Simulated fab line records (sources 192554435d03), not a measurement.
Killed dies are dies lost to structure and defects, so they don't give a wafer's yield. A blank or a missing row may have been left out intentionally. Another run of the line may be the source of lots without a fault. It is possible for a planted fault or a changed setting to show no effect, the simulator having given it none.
A lot that was struck, set against a sound lot | flow n5Finfet | 36 out of 1938 route steps
Sound: these wafers, L377.2, L377.4, L377.6. Struck: wafer L392.2 (L392.1, L392.6, from the same lot, were not struck and are left out); the cause is given at the end.
Per side, at each step with rows, come the tool, then ch with its chambers, and then its first start. Under that, the readings that differ: sound wafers | struck wafers | difference of the means | sigmas: that difference in standard deviations of wafers without a fault.
alike: readings with means less than 2 such deviations apart, plus words and numbers identical on both sides. not compared: withheld readings, readings lacking a value on some wafer, bounds such as >300 that could conceal the same value, and numbers that have no deviation in the record and whose values overlap.
A row with sigmas, a row that says differs or no value, or rows on one side alone: a step with any of these is where the two part. Numbers that don't overlap but have no deviation are shown without sigmas and don't part them. A reading that every wafer of one side lacks parts them only if that side has two wafers or more.

first, 9 steps without rows for these wafers: N5_BEOL_M4_ANNEAL_95 (time 240 s); N5_BEOL_M4_SPUTTER_96 (material Cu, target thk 4.5 nm, time 8.29 s); N5_BEOL_M4_ECD_50 (material Cu, target thk 300 nm); N5_BEOL_M4_ANNEAL_51 (time 90 s); N5_BEOL_M4_CMP_52 (polishes, stops on SiOC, t overpolish 6.8 s, target thk 40 nm); N5_BEOL_M4_PRE_CLEAN_60 (time 15 s); N5_BEOL_M4_CO_CAP_55 (material Co, precursor CCTBA/H2, target thk 2 nm, time 102.1 s); N5_BEOL_M4_PRE_CLEAN_56 (time 15 s); N5_BEOL_M4_DEP_57 (deposits SiCN from 3MS/NH3, target thk 8 nm, time 14 s).
N5_BEOL_M4_RC_MEAS_101:
  sound on prober-02 ch 0, day 10 04:13; struck on prober-01 ch 0, day 13 22:40
reading       | sound                | struck | difference | sigmas
ION_P (uA/um) | 452 446 457          | 471    | +19        | +3
VT_P (mV)     | -255.8 -255.9 -253.4 | -247.5 | +7.5       | +3
  alike: DIBL_N, DIBL_P, IOFF_N, IOFF_P, ION_N, SS_N, SS_P, VT_N
then, 24 steps without rows for these wafers: N5_BEOL_M5_ILD_DEP_00 (deposits SiCOH lowk from DEMS/porogen, target thk 140.64 nm, time 25.9 s); N5_BEOL_M5_CURE_79 (cures SiCOH lowk, time 240 s); N5_BEOL_M5_PECVD_70 (deposits SiO2 from TEOS/O2, target thk 16 nm, time 18 s); N5_BEOL_M5_HM_DEP_02 (deposits TiN, target thk 20 nm); N5_BEOL_M5_COAT_59 (time 60 s, resist thk 60 nm); N5_BEOL_M5_COAT_60 (time 60 s, resist thk 12 nm); N5_BEOL_M5_COAT_71 (time 60 s, resist thk 5 nm); N5_BEOL_M5_COAT_05 (resist thk 30 nm); N5_BEOL_M5_EBR_07; N5_BEOL_M5_SOFTBAKE_06 (time 60 s); N5_BEOL_M5_EXPOSE_08 (exposes mask M5, target cd 28 nm); N5_BEOL_M5_PEB_09 (peb time 60 s); N5_BEOL_M5_DEVELOP_10 (develop time 30 s); N5_BEOL_M5_DESCUM_16 (chemistry O2, time 7 s); N5_BEOL_M5_ETCH_72 (etches underlayer in N2/H2, target depth 6.5 nm, time 5.2 s); N5_BEOL_M5_ETCH_61 (etches SiARC in CF4, target depth 15.6 nm, time 26 s); N5_BEOL_M5_ETCH_62 (etches SOC in N2/H2, target depth 75 nm, overetch 15 nm, time 112.5 s); N5_BEOL_M5_STRIP_63 (strips in N2/H2); N5_BEOL_M5_STRIP_73 (strips in N2/H2); N5_BEOL_M5_STRIP_64 (strips in CF4); N5_BEOL_M5_HM_OPEN_17 (chemistry Cl2/BCl3, target TiN, target depth 20 nm, overetch 6 nm); N5_BEOL_M5_STRIP_19 (strips in O2); N5_BEOL_M5_COAT_65 (time 60 s, resist thk 60 nm); N5_BEOL_M5_COAT_66 (time 60 s, resist thk 12 nm).
-- the record jumps here: 5 days lie between the struck wafers' starts before and after (it left off in module BEOL_M5 and takes up again in module PASSIVATION, whose first step shown is number 1930 of the route) --
N5_PASSIVATION_ETCH_54: etches SiO2 in CHF3/O2, target depth 880 nm, time 440 s.
  sound on rieDiel-02 ch 1,2, day 14 21:43; struck on rieDiel-05 ch 3, day 18 11:59
reading                               | sound             | struck | difference | sigmas
rfVppV (V)                            | 534 531 519       | 514    | -14        | -3
throttleValvePct (%)                  | 19.33 19.33 18.92 | 18.65  | -0.54      | -2
model.etch.depthNm (nm)               | 857.8 861.3 859.9 | 692.9  | -166.8     | 
model.PASSIVATION.featureDepthNm (nm) | 857.8 861.2 859.8 | 693    | -167       | 
  alike: O2_flow_sccm, drypumpMotorCurrentA, oesProductAu, showerheadPlenumPTorr
  not compared: rfHoursCounterH
N5_PASSIVATION_PROBE_49:
  rows exist in the record for the struck wafers here (prober-01, day 18 15:26), but not for the sound ones

## WHERE THEY PART
At N5_BEOL_M4_RC_MEAS_101 first; at N5_PASSIVATION_PROBE_49 last (within this record only).

WHY: what the simulator had put in
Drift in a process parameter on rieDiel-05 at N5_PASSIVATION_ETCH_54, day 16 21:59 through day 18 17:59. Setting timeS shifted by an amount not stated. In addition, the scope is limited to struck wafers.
